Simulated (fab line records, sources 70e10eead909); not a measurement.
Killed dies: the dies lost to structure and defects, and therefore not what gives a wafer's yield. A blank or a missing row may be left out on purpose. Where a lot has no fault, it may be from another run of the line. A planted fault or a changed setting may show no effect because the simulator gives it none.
Matching of chambers / flow nand-harc / 3 sister chambers for NHARC_A_STAIRCASE_DEP_301 on pecvd-03
The step deposits SiON, target thk 30 nm. 6 wafers are shown with their chamber, then 11 later ones without.

## EACH WAFER AND ITS CHAMBER
wafer=L085.1; chamber=0; showerhead-vpp-V (V)=1175; heater-power-w (W)=727
wafer=L085.4; chamber=0; showerhead-vpp-V (V)=1165; heater-power-w (W)=767
wafer=L089.3; chamber=1; showerhead-vpp-V (V)=1173; heater-power-w (W)=812
wafer=L089.4; chamber=2; showerhead-vpp-V (V)=1185; heater-power-w (W)=677
wafer=L089.6; chamber=1; showerhead-vpp-V (V)=1153; heater-power-w (W)=823
wafer=L090.1; chamber=2; showerhead-vpp-V (V)=1186; heater-power-w (W)=643

## WAFERS MISSING THEIR CHAMBER
wafer=L090.3; showerhead-vpp-V (V)=1141; heater-power-w (W)=923
wafer=L090.5; showerhead-vpp-V (V)=1175; heater-power-w (W)=736
wafer=L093.4; showerhead-vpp-V (V)=1193; heater-power-w (W)=625
wafer=L093.5; showerhead-vpp-V (V)=1173; heater-power-w (W)=769
wafer=L093.6; showerhead-vpp-V (V)=1148; heater-power-w (W)=857
wafer=L094.2; showerhead-vpp-V (V)=1197; heater-power-w (W)=659
wafer=L094.3; showerhead-vpp-V (V)=1160; heater-power-w (W)=928
wafer=L094.4; showerhead-vpp-V (V)=1169; heater-power-w (W)=707
wafer=L096.4; showerhead-vpp-V (V)=1187; heater-power-w (W)=675
wafer=L096.5; showerhead-vpp-V (V)=1166; heater-power-w (W)=775
wafer=L096.6; showerhead-vpp-V (V)=1192; heater-power-w (W)=690

## CHAMBER TAKEN BY EACH
wafer=L090.3; from the rows above=1; in truth=1
wafer=L090.5; from the rows above=0; in truth=0
wafer=L093.4; from the rows above=2; in truth=2
wafer=L093.5; from the rows above=can't be placed: 0 or 1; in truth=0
wafer=L093.6; from the rows above=1; in truth=1
wafer=L094.2; from the rows above=2; in truth=2
wafer=L094.3; from the rows above=1; in truth=1
wafer=L094.4; from the rows above=can't be placed: 0 or 2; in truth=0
wafer=L096.4; from the rows above=2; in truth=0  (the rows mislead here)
wafer=L096.5; from the rows above=can't be placed: 0 or 1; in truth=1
wafer=L096.6; from the rows above=2; in truth=2
Correctly placed: 7 of 11. Can't be placed from these rows: 3 (the true chamber is among the candidates in 3). Number placed wrongly: 1.
How it was worked out, from the rows above alone: a wafer's distance from a chamber is the root of the sum, over the readings, of the square of ((its reading less the chamber's mean) divided by the reading's scatter). If the next closest chamber is less than 2 further off than the closest, the wafer can't be placed; otherwise it belongs to the closest. For every chamber, the mean is computed from those of its wafers that are shown. The scatter: take each reading less its chamber's mean, square it, sum over the shown wafers, divide by the number of wafers less the number of chambers, and take the root.
